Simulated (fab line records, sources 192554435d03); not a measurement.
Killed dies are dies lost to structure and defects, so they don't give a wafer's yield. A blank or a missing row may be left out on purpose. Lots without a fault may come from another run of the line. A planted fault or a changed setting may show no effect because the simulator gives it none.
fab line records | flow n5_finfet
record lots=4 wafers=12 last_day=18
route steps=1938 shown FIN_CUT@166 STI_FIN_REVEAL@183 BEOL_M4@1111 PASSIVATION@1936
lots that met no fault: from a run of the same line without faults
start_h: hours from the record's first day to the start of the lot's first wafer shown | wait_h: hours since the lot's step before | " the same as in the row above | L1.1+2: a row that stands for several wafers | - no value, or no start given | * or withheld: withheld | < > ~ a bound
route shown NAME@n: a module of which the file shows steps, and the number in the route of the first | usual: mean/standard deviation of fault-free wafers | same: alike in all rows | chamber/n: place in a boat | sites: the reading at each site | _std_site: their standard deviation | _edge_site: outer sites' mean less inner sites' | radius_mm: how far each site lies from the wafer's centre | mask NAME#n: copy n | behind: the tool/chamber that last shaped the wafer | hold: why the lot was held/for how many hours/how that ended | device: the transistor (n, p or np) that didn't switch | end of line: the same wafers' tests at the end of the route | a step without rows: its recipe alone | killed: dies lost to structure and defects at the first sort, not the wafer's yield | map: a wafer's dies, x killed, . not, _ none there
set.NAME: the setting as run; set.NAME@STEP: as run at that earlier step | model.NAME: the simulator's own value behind a step, which no gauge read
lots at some steps of the route; a table a step, a row a wafer
services: from which hour (start_h, from the record's first day; less than 0 if before it) a tool's chamber was out of use, for how many hours, and why
## steps
# step N5_FIN_CUT_DESCUM_13
# recipe chemistry=O2 time_s=7 source_power_w=50 bias_power_w=20 pressure_mtorr=20 rf_frequency_hz=2.712e+07 temp_c=40 resist=CAR-EUV o2_flow_sccm=225
# step N5_FIN_CUT_ETCH_30
# recipe chemistry=N2/H2 target=underlayer target_depth_a=130 mask_material=CAR-EUV time_s=10.4 ion_energy_ev=200 pressure_mtorr=30 source_w=840 bias_w=150 n2_flow_sccm=200 h2_flow_sccm=200 ends=cleared
# step N5_FIN_CUT_ETCH_20
# recipe chemistry=CF4 target=SiARC target_depth_a=260 mask_material=CAR-EUV time_s=43.3 ion_energy_ev=80 pressure_mtorr=40 source_w=545 bias_w=36 Ar_flow_sccm=100 cf4_flow_sccm=100 ends=cleared
# step N5_FIN_CUT_ETCH_21
# recipe chemistry=N2/H2 target=SOC target_depth_a=2190 overetch_a=438 mask_material=SiARC temp_c=40 ion_energy_ev=100 bias_w=61 time_s=523.5 pressure_mtorr=30 source_w=850 n2_flow_sccm=200 h2_flow_sccm=200
# step N5_FIN_CUT_STRIP_23
# recipe chemistry=N2/H2 temp_c=40 n2_flow_sccm=200 h2_flow_sccm=200 rf_frequency_hz=6e+07
# step N5_FIN_CUT_STRIP_31
# recipe chemistry=N2/H2 temp_c=40 n2_flow_sccm=200 h2_flow_sccm=200 rf_frequency_hz=6e+07
# step N5_FIN_CUT_STRIP_24
# recipe chemistry=CF4 resist=SiARC power_w=300 bias_power_w=75 pressure_mtorr=50 cf4_flow_sccm=150 rf_frequency_hz=6e+07
# step N5_FIN_CUT_CUT_ETCH_26
# recipe chemistry=CH3F/O2 target=SiNx target_depth_a=390 mask_material=SOC time_s=55.7 pressure_mtorr=30 source_w=395 bias_w=73 Ar_flow_sccm=150 CH3F_flow_sccm=30 O2_flow_sccm=20 ion_energy_ev=120
# step N5_FIN_CUT_CUT_ETCH_27
# recipe chemistry=CHF3/O2 target=SiO2 target_depth_a=40 mask_material=SOC overetch_a=20 time_s=4.9 pressure_mtorr=30 source_w=650 bias_w=170 Ar_flow_sccm=200 CHF3_flow_sccm=50 O2_flow_sccm=5 ion_energy_ev=200
# step N5_FIN_CUT_PRECLEAN_35
# recipe time_s=13.3 temp_c=45 pressure_torr=125 p_hf_torr=3 p_coreactant_torr=25 chemistry=vHF
# step N5_FIN_CUT_CUT_ETCH_15
# recipe chemistry=HBr/Cl2/O2 target=Si target_depth_a=1000 bt_time_s=10 mask_material=SOC time_s=42.4 ion_energy_ev=* bias_w=* pressure_mtorr=10 icp_w=800 HBr_flow_sccm=150 Cl2_flow_sccm=80 O2_flow_sccm=12
# step N5_FIN_CUT_CUT_ETCH_28
# recipe chemistry=HBr/Cl2/O2 target=Si target_depth_a=60 mask_material=SOC time_s=2.4 ion_energy_ev=* bias_w=* pressure_mtorr=10 icp_w=800 HBr_flow_sccm=150 Cl2_flow_sccm=80 O2_flow_sccm=12
# usual O2_flow_sccm=12.00/0.036 drypump_motor_current_A=5.8/0.57 oes_product_au=1.006/0.013 throttle_valve_pct=37.0/0.38
# same time_s=2.4
# columns lot.wafer tool chamber start_h wait_h O2_flow_sccm drypump_motor_current_A oes_product_au rf_hours_counter_h throttle_valve_pct
L293.3 rie_si-05 0 48.18 0.0 11.96 6.2 1.017 19 36.9
L293.4 " 3 " " 12.05 6.2 0.984 119 37.3
L293.6 " 3 " " 12.05 6.2 0.984 - 37.3
L308.4 rie_si-05 2 136.16 0.0 12.04 6.5 0.999 74 36.8
L308.5 " 2 " " 11.98 6.6 0.996 - 36.8
L308.6 " 1 " " 11.98 5.1 1.021 - 36.7
L309.1 rie_si-05 0 144.77 0.0 12.06 6.2 1.013 20 36.8
L309.5 " 1 " " 11.98 5.1 1.017 - 36.7
L309.6 " 2 " " 12.01 6.5 1.007 - 36.8
L312.3 rie_si-03 2 174.19 0.0 12.02 5.4 0.999 106 37.8
L312.5 " 2 " " 11.95 5.4 0.993 - 37.8
L312.6 " 3 " " 12.04 4.9 1.021 - 36.8
# step N5_FIN_CUT_STRIP_22
# recipe chemistry=N2/H2 power_w=500 temp_c=40 pressure_mtorr=50 rf_frequency_hz=6e+07 overash_fraction=0.3 bias_power_w=8 h2_frac=0.5 n2_flow_sccm=300 h2_flow_sccm=300
# step N5_FIN_CUT_PRECLEAN_36
# recipe chemistry=O3/DIW time_s=60 temp_c=22 o3_ppm=10
# step N5_FIN_CUT_SRD_32
# recipe dry=ipa_marangoni time_s=30 temp_c=23 rinse_liquid=diw
# step N5_FIN_CUT_UV_OZONE_34
# recipe time_s=120 pressure_torr=760 temp_c=25
# step N5_FIN_CUT_INSPECT_17
# recipe inspect_instrument=brightfield mode=aei
# usual raw_defect_count=217/64
# columns lot.wafer tool chamber start_h wait_h raw_defect_count
L293.3 defect_inspect-02 - 48.41 0.0 180
L293.4 " - " " 141
L293.6 " - " " 146
L308.4 defect_inspect-02 - 136.40 0.0 632
L308.5 " - " " 648
L308.6 " - " " 660
L309.1 defect_inspect-02 - 144.99 0.0 577
L309.5 " - " " 586
L309.6 " - " " 691
L312.3 defect_inspect-01 - 174.42 0.0 160
L312.5 " - " " 173
L312.6 " - " " 134
# step N5_STI_FIN_REVEAL_ALD_00
# recipe material=SiO2 target_thk_a=10 temp_c=300 ald_precursor_family=BDEAS ald_co_reactant=O2-plasma pulse_time_s=1 pressure_torr=2
# step N5_BEOL_M4_RC_MEAS_101
# usual DIBL_N=36.0/1.9 DIBL_P=36.0/2.1 IOFF_N=0.155/0.029 IOFF_P=0.20/0.032 ION_N=672/11 ION_P=461/6.9 SS_N=71.5/0.58 SS_P=73.2/0.64 VT_N=250.4/2.9 VT_P=-251.0/2.8
# columns lot.wafer tool chamber start_h wait_h DIBL_N[mV/V] DIBL_P[mV/V] IOFF_N[nA/um] IOFF_P[nA/um] ION_N[uA/um] ION_P[uA/um] SS_N[mV/dec] SS_P[mV/dec] VT_N[mV] VT_P[mV]
L293.3 prober-02 0 187.42 0.3 36.9 37.3 0.159 0.21 687 469 70.0 73.3 250.8 -250.4
L293.4 " 0 " " 36.7 37.1 0.155 0.22 678 466 71.9 73.6 249.7 -251.1
L293.6 " 0 " " 38.4 38.6 0.179 0.24 671 457 71.5 73.4 247.3 -247.1
L308.4 prober-02 0 284.41 0.5 38.2 40.0 0.201 0.27 676 464 71.9 74.5 245.8 -249.1
L308.5 " 0 " " 35.0 36.1 0.141 0.20 674 467 71.2 73.0 250.2 -248.6
L308.6 " 0 " " 39.1 39.4 0.211 0.25 679 462 72.5 74.7 246.1 -246.8
L309.1 prober-02 0 288.05 0.0 35.9 37.5 0.160 0.22 675 470 72.3 73.6 250.3 -247.6
L309.5 " 0 " " 32.6 33.5 0.113 0.17 661 468 70.2 72.8 253.6 -252.7
L309.6 " 0 " " 33.1 33.1 0.117 0.17 650 450 71.0 72.5 253.9 -252.3
L312.3 prober-01 0 314.09 0.3 35.8 37.0 0.160 0.22 668 457 71.4 73.0 250.4 -249.4
L312.5 " 0 " " 33.6 33.7 0.124 0.17 674 458 71.7 72.3 253.2 -252.8
L312.6 " 0 " " 34.4 35.3 0.145 0.19 671 456 70.9 73.3 249.8 -254.8
# step N5_PASSIVATION_PROBE_49
# usual defect_limited_yield=91.0/1.5 killed_at_M0_to_M3=33/9.4 killed_at_M4_up=14/4.8 killed_at_contacts=13/7.3 killed_at_front_end=43/13 killed_at_other=3.6/2.9 killed_dies=106/18 killed_on_rim=14/4.2 killed_open=69/13 killed_short=35/8.2 sort_bin_5_function=5.3/1 sort_bin_6_memory=3.3/0.68 sort_bin_8_speed=0.01/0.027 sort_n_pass=1074/18 sort_yield_pct=91.0/1.5
# same gross_dies=1180 killed_at_back_side=0 sort_bin_4_leakage[%]=0
# columns lot.wafer tool chamber start_h wait_h defect_limited_yield[%] killed_at_M0_to_M3 killed_at_M4_up killed_at_contacts killed_at_front_end killed_at_other killed_dies killed_on_rim killed_open killed_short sort_bin_5_function[%] sort_bin_6_memory[%] sort_bin_8_speed[%] sort_n_pass sort_yield_pct[%]
L308.4 prober-01 - 390.33 0.2 83.0 27 9 11 152 2 201 27 59 34 10.7 4.2 0 979 83.0
L308.5 prober-01 - 390.38 0.2 82.6 23 17 21 141 3 205 23 63 28 10.5 4.3 0 975 82.6
L308.6 prober-01 - 390.43 0.3 83.9 20 9 5 154 2 190 23 52 30 9.8 4.0 0 990 83.9
L309.1 prober-01 - 400.35 0.0 83.0 29 21 22 123 6 201 22 69 34 11.2 3.9 0 979 83.0
L309.5 prober-01 - 400.55 0.2 80.1 41 20 23 143 8 235 39 93 31 12.9 4.6 0 945 80.1
L309.6 prober-01 - 400.60 0.3 81.5 27 8 32 149 2 218 27 73 36 11.6 4.7 0.17 960 81.4
# killed by level:class
L308.4 FIN_CUT:unspecified=107 STI_FIN_REVEAL:geometric_particle:open=15 FIN_SAQP:geometric_particle:short=13 MOL_CONTACT_COAG:geometric_particle:open=10 BEOL_M0_SAQP:geometric_particle:open=10 GATE_CUT:geometric_particle:short=4 BEOL_M0_SAQP:geometric_particle:short=4 BEOL_M0:geometric_particle:open=4
L308.5 FIN_CUT:unspecified=113 MOL_CONTACT_COAG:geometric_particle:open=17 FIN_SAQP:geometric_particle:open=8 BEOL_M0_SAQP:geometric_particle:short=8 FIN_SAQP:geometric_particle:short=7 BEOL_M0_SAQP:geometric_particle:open=7 BEOL_M0:geometric_particle:open=6 MOL_CONTACT_COAG:geometric_particle:short=4
L308.6 FIN_CUT:unspecified=107 STI_FIN_REVEAL:geometric_particle:open=24 STI_FIN_REVEAL:geometric_particle:short=8 FIN_SAQP:geometric_particle:short=4 MOL_CONTACT_COAG:geometric_particle:open=4 BEOL_M0_SAQP:geometric_particle:open=4 BEOL_M1:geometric_particle:open=4 ILD0:geometric_particle:short=3
L309.1 FIN_CUT:unspecified=95 MOL_CONTACT_COAG:geometric_particle:open=15 MOL_CONTACT_COAG:geometric_particle:short=7 BEOL_M1:geometric_particle:open=7 BEOL_M4:geometric_particle:short=7 BEOL_M2:geometric_particle:open=6 BEOL_M4:geometric_particle:open=6 BEOL_M0_SAQP:geometric_particle:open=5
L309.5 FIN_CUT:unspecified=105 MOL_CONTACT_COAG:geometric_particle:open=19 BEOL_M2:geometric_particle:open=13 BEOL_M3:geometric_particle:open=9 BEOL_M0_SAQP:geometric_particle:open=8 STI_FIN_REVEAL:geometric_particle:open=6 BEOL_M4:geometric_particle:open=6 FIN_SAQP:geometric_particle:open=5
L309.6 FIN_CUT:unspecified=106 MOL_CONTACT_COAG:geometric_particle:open=19 MOL_CONTACT_COAG:geometric_particle:short=13 BEOL_M2:geometric_particle:open=12 STI_FIN_REVEAL:geometric_particle:open=12 FIN_SAQP:geometric_particle:open=10 FIN_SAQP:geometric_particle:short=5 BEOL_M0_SAQP:geometric_particle:short=4
# map L308.5 (x killed, . not)
_________________...xx..x....________________
______________..............x..._____________
___________.......x.....x..........__________
__________...............x.........._________
________..................x..........._______
_______.x.....x.......................x______
______........x.x......x.........xx....._____
_____........x.......x...........x.x..x..____
____............................x..xxxxxx.___
___....x.....................x..xx..xxxxxx.__
___...x....x................x....xxxxxxx.xx__
__......x..x......x.xx...........xxxxxxxxxxx_
__x...........................x..xxxxxxxxxxx_
_..................x.x.........xxxxxxxxxxxxxx
_..x....x......................xxxxxxxxxxxxxx
_...............x...............x.xxxxxxxxxxx
_...............................x.xxxxxxxxxxx
_.x.....x.x.x........x.............x.xxxx.xx.
_...............x...x......x.x.x..xxx.xx.x...
_........x.................x.......xxx.x.....
_..........x.....................x........xx.
__........................x..............x.._
__....x.......x........x...................._
___.........x.........x....................__
___..........x..xx....x....................__
____.......................x.......x.x....___
_____..x..........x.x.....x...x.....x..x.____
______...............................x.._____
_______.............x............x.x...______
________.....x................x......._______
__________...xx............x...x...._________
___________.........x...x..........__________
______________..............x..._____________
_________________..x....x....________________
# map L309.5 (x killed, . not)
_________________.....xxx.x.x________________
______________x..........x..xx.x_____________
___________.......x..........xxxxxx__________
__________............x.x..xxxxxxxxx_________
________..xx.x..............xxxxxxxx.x_______
_______x....x..x......x.....xxxxxxxxx.x______
______..........x.x..x.....xxxxxxxxxxxx._____
_____..........x..x.xx..x..xxxxxxxxxxxx.x____
____......................xxxxxxxxxxxxx.x.___
___.....x.........x...xxxx..xxxxxxxxxx....x__
___.......................x.xxxxxxxx......x__
__.........................xxxx.xxxx.x......_
__.....x...x.....x...x...x...x....x.....x..._
_.x.............xx........x........x......xxx
_...............x..x...x.x..x...x............
_...x..xx............x......x.x......x.......
_.........x...x.......x....x..x..............
_....x............................x..x.......
_..x..x.....x.....x.........x................
_....x.x.............x.x.............x..x....
_....x.......................xx..............
__...x.....x.................x...x....xx...._
__...................x.....x...x.........x.._
___................x...........x.....x.....__
___......x.xxx.....xx............x........x__
____.x.x...............x........x.......x.___
_____x........x..........x.........x.....____
______x.x......x........................_____
_______.....x.........................x______
________.................x............_______
__________......x...............x..._________
___________......x.................__________
______________x.......x.x.x.x.x._____________
_________________........x..x________________
## services
# columns tool chamber start_h hours kind
rie_si-05 - 39.14 0.2 repair
rie_si-03 3 44.41 8.1 repair
## key
first_sign step=N5_FIN_CUT_INSPECT_17 reading=raw_defect_count direction=up sigmas=6.5 usual=217 struck=632
effect step=N5_PASSIVATION_PROBE_49 reading=killed_at_front_end direction=up sigmas=7.8 usual=43 struck=144
more_kills_born_at N5_FIN_CUT_CUT_ETCH_28@rie_si-05=633
met_at N5_FIN_CUT_CUT_ETCH_28
struck_wafers L308.4,L308.5,L308.6,L309.1,L309.5,L309.6
onset_between 48.18 136.16
fault kind=chamber_particle_source tool=rie_si-05 chamber=- onset_h=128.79 steps=N5_FIN_CUT_CUT_ETCH_28 rate_per_visit_cm2=0.75187 end_h=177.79
